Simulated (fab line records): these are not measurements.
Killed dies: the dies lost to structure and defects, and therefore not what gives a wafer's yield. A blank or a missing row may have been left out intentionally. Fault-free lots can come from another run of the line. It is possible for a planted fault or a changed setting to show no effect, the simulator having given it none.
Problem report in the 8D (eight disciplines) form, filled by code + flow nand-harc + the parts of the form that need people (team, actions taken, sign-off) are left out

## 1. PROBLEM STATEMENT
At NHARC_END_SORT_01, killed-at-array averages 670 over 3 wafers from 3 lots, while fault-free wafers read 27, standard deviation 11. Measured from the usual mean, that is +58 standard deviations.
First observed at day 21 13:19: wafer L575.5, on prober-01. The record has a number at this step for 38 wafers belonging to 13 lots. The rule behind "out" and "out of limits": a value lying over 4 standard deviations away from the usual mean. The rest of the wafers with a number are treated as sound.

## 2. WHAT IT IS AND WHAT IT IS NOT
| question                    | is                           | is not                                                                                                               |
|-----------------------------|------------------------------|----------------------------------------------------------------------------------------------------------------------|
| which readings at this step | killed-at-array, killed-dies | killed-at-other, killed-at-periphery, killed-open, killed-short                                                      |
| which lots                  | L575, L576, L581             | L569, L570, L571, L572, L573, L583, L584, L586, L590, L591                                                           |
| which wafers of those lots  | L575.5, L576.5, L581.2       | L575.4, L575.6, L576.3, L576.6, L581.4                                                                               |
| read on which gauges        | prober-01, prober-02         | -                                                                                                                    |
| when                        | from day 21 13:19            | up to then (13 sound wafers); but 22 sound wafers of L573, L575, L576, L581, L583, L584, L586, L590, L591 came after |

## 3. SUSPECTS, AND WHAT RULES EACH OUT
Counting: if a tool at a process step up to the reading ran every lot that is out, it stays a suspect. Sound lots after the first of them don't rule it out here, since some wafers of a struck lot are sound.
- the gauge at NHARC_END_SORT_01 is ruled out. The wafers that are out were read on 2 gauges (prober-01, prober-02).
- rie-diel-12 at NHARC_A_STAIRCASE_ETCH_170 (etches the open film in C4F6/O2, target depth 200 nm, time 66.667 s): kept. Ran every lot that is out, first one L576 (day 12 12:34); last sound lot up to then L572 (day 11 10:08). Out on those wafers are its own readings of run-length-s.
Left after counting: rie-diel-12 at NHARC_A_STAIRCASE_ETCH_170.

## 4. THE CAUSE (what the simulator had put in)
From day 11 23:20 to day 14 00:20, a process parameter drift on rie-diel-12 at NHARC_A_STAIRCASE_ETCH_170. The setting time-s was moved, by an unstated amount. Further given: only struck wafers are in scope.
The count eliminated every tool but this one.

## 5. THE CHAIN OF EFFECTS, in route order
Each row: a reading where the mean over the struck wafers with a number is more than 3 standard deviations away from the usual. Only readings for which the record gives a usual standard deviation are gone through. hours: the time from each lot's start at the first step in this table that gives one to its start at this step, as a median over the lots. sigmas: the change in usual standard deviations.
| hours | step                       | reading         | usual  | on struck wafers | change | sigmas |
|-------|----------------------------|-----------------|--------|------------------|--------|--------|
| 0     | NHARC_A_STAIRCASE_ETCH_170 | run-length-s    | 88.1 s | 79.6             | -8.5   | -19    |
| 217   | NHARC_END_SORT_01          | killed-at-array | 27     | 670              | +643   | +58    |
| 217   | NHARC_END_SORT_01          | killed-dies     | 31     | 674              | +643   | +54    |
The process steps in it:
- NHARC_A_STAIRCASE_ETCH_170: etches the open film in C4F6/O2, target depth 200 nm, time 66.667 s.

## 6. HOW IT WOULD HAVE BEEN CAUGHT EARLIER
230 hours passed between the start of the fault at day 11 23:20 and the first reading out of limits at a measuring or inspecting step in this record, taken at day 21 13:19.
At NHARC_A_STAIRCASE_ETCH_170, the tool's own readings (run-length-s) were out on each struck wafer the step has a row for, so an alarm limit on them would have fired on the first such wafer.
By day 21 13:19, every lot that is out (3) had started NHARC_A_STAIRCASE_ETCH_170 on rie-diel-12. Had the tool been put on hold then, not one of them would have been saved.
